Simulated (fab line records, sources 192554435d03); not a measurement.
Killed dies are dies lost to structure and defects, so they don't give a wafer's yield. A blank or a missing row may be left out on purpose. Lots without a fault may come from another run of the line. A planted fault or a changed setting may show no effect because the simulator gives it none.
Problem report in the 8D (eight disciplines) form, filled by code | flow n5_finfet | the parts of the form that need people (team, actions taken, sign-off) are left out

1. THE PROBLEM
platen_rpm at N5_SDB_CMP_30 reads a mean of 49.73 rpm on 6 wafers of 2 lots; wafers without a fault read 51.80 rpm with a standard deviation of 0.031. That is -67 standard deviations from the usual mean.
The step: polishes, stops on poly-Si, t overpolish 1.54 s, target thk 30 nm.
First seen on wafer L641.2, day 6 20:47, on cmp-04. The record holds 30 wafers of 10 lots with a number at this step. Rule for "out", or "out of limits": more than 4 standard deviations from the usual mean. The other wafers with a number count as sound.

2. WHAT IT IS AND WHAT IT IS NOT
question                    | is                     | is not
which readings at this step | platen_rpm             | motor_current_A, overpolish_run_s, time_to_endpoint_s
which lots                  | L641, L647             | L629, L630, L634, L636, L638, L639, L648, L651
which wafers of those lots  | all that have a number | -
read on which tools         | cmp-04                 | cmp-01, cmp-03
when                        | from day 6 20:47       | up to then (18 sound wafers); but 6 sound wafers of L648, L651 came after

3. SUSPECTS, AND WHAT RULES EACH OUT
Counting: a tool at a process step up to the reading stays a suspect if it ran every lot that is out and no sound lot after the first of them.
- cmp-04 at N5_SDB_CMP_30 (polishes, stops on poly-Si, t overpolish 1.54 s, target thk 30 nm): kept. It ran every lot that is out, first L641 (day 6 20:47), and no sound lot after that; its last sound lot up to then is L638 (day 6 04:18). Its own readings are out on those wafers: platen_rpm.
Left after counting: cmp-04 at N5_SDB_CMP_30.

4. THE CAUSE (what the simulator had put in)
Process parameter drift: cmp-04, from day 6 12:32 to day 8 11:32, at N5_SDB_CMP_30. Setting platen_rpm, moved by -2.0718, from 51.796. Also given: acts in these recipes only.
Counting left only this tool.

5. THE CHAIN OF EFFECTS, in route order
Each row: a reading whose mean over the struck wafers that have a number lies more than 3 standard deviations from the usual. Only readings for which the record gives a usual standard deviation are gone through. hours: the time from each lot's start at the first step in this table that gives one to its start at this step, as a median over the lots. sigmas: the change in usual standard deviations.
hours | step          | reading    | usual     | on struck wafers | change | sigmas
0     | N5_SDB_CMP_30 | platen_rpm | 51.80 rpm | 49.73            | -2.07  | -67
The process steps in it:
- N5_SDB_CMP_30: polishes, stops on poly-Si, t overpolish 1.54 s, target thk 30 nm.
Later measuring or inspecting steps at which every struck wafer that the step has a row for has a number for every such reading, and none has moved that far: N5_BEOL_M4_RC_MEAS_101.

6. WHAT WOULD HAVE CAUGHT IT SOONER
In this record the first reading out of limits was taken at day 6 20:47, 8 hours after the fault began at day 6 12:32.
